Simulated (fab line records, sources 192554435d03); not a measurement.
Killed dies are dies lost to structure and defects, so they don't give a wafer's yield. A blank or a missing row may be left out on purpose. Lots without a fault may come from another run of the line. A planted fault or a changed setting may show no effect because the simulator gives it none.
Chamber matching | flow n5_finfet | N5_BEOL_M3_ETCH_63 on rie_diel-05: 4 sister chambers
The step etches SiARC in CF4, target depth 15.6 nm, time 26 s. 20 wafers are shown with their chamber, then 10 later ones without.

WAFERS WITH THEIR CHAMBER
wafer  | chamber | showerhead_plenum_p_Torr (Torr) | drypump_motor_current_A (A) | throttle_valve_pct (%)
L074.3 | 3       | 2.23                            | 5.8                         | 15.81
L074.4 | 1       | 2.05                            | 6.1                         | 15.44
L074.5 | 3       | 2.23                            | 5.8                         | 15.81
L076.1 | 2       | 2.19                            | 5.6                         | 15.79
L076.4 | 1       | 2.05                            | 6.1                         | 15.46
L076.6 | 2       | 2.19                            | 5.6                         | 15.80
L077.3 | 1       | 2.05                            | 6.1                         | 15.46
L077.5 | 0       | 2.06                            | 5.5                         | 15.78
L077.6 | 3       | 2.23                            | 5.8                         | 15.83
L081.1 | 1       | 2.04                            | 6.1                         | 15.48
L081.5 | 0       | 2.06                            | 5.5                         | 15.81
L081.6 | 1       | 2.04                            | 6.1                         | 15.47
L082.2 | 2       | 2.18                            | 5.6                         | 15.81
L082.3 | 3       | 2.23                            | 5.7                         | 15.85
L082.6 | 3       | 2.23                            | 5.7                         | 15.85
L084.1 | 2       | 2.18                            | 5.6                         | 15.82
L084.3 | 1       | 2.04                            | 6.1                         | 15.48
L084.4 | 0       | 2.06                            | 5.5                         | 15.85
L085.1 | 0       | 2.06                            | 5.5                         | 15.84
L085.4 | 2       | 2.18                            | 5.6                         | 15.81

SIGNATURES (means of the wafers above)
reading                  | chamber 0 | chamber 1 | chamber 2 | chamber 3 | scatter within a chamber
showerhead_plenum_p_Torr | 2.0600    | 2.0450    | 2.1840    | 2.2300    | 0.00411
drypump_motor_current_A  | 5.500     | 6.100     | 5.600     | 5.760     | 0.0274
throttle_valve_pct       | 15.8200   | 15.4650   | 15.8060   | 15.8300   | 0.0198
Rule: a wafer's distance from a chamber is the root of the sum, over the readings, of the square of ((its reading less the chamber's mean) divided by the reading's scatter). The wafer belongs to the nearest chamber; if the next one is less than 2 further off, it can't be placed. The scatter: the root of (the sum of the squares of (reading less its chamber's mean) over the shown wafers, divided by (wafers less chambers)).

WAFERS WITHOUT THEIR CHAMBER
wafer  | showerhead_plenum_p_Torr (Torr) | drypump_motor_current_A (A) | throttle_valve_pct (%)
L085.6 | 2.04                            | 6.1                         | 15.48
L091.2 | 2.22                            | 5.8                         | 15.87
L091.3 | 2.06                            | 5.5                         | 15.86
L091.6 | 2.22                            | 5.8                         | 15.88
L093.1 | 2.22                            | 5.8                         | 15.89
L093.3 | 2.04                            | 6.1                         | 15.51
L093.6 | 2.22                            | 5.8                         | 15.88
L095.1 | 2.03                            | 6.1                         | 15.51
L095.3 | 2.22                            | 5.8                         | 15.89
L095.4 | 2.05                            | 5.5                         | 15.87

WHICH CHAMBER EACH WENT THROUGH
wafer  | from the rows above | in truth
L085.6 | 1                   | 1
L091.2 | 3                   | 3
L091.3 | 0                   | 0
L091.6 | 3                   | 3
L093.1 | 3                   | 3
L093.3 | 1                   | 1
L093.6 | 3                   | 3
L095.1 | 1                   | 1
L095.3 | 3                   | 3
L095.4 | 0                   | 0
Placed correctly: 10 of 10. Can't be placed from these rows: 0. Placed wrongly: 0.
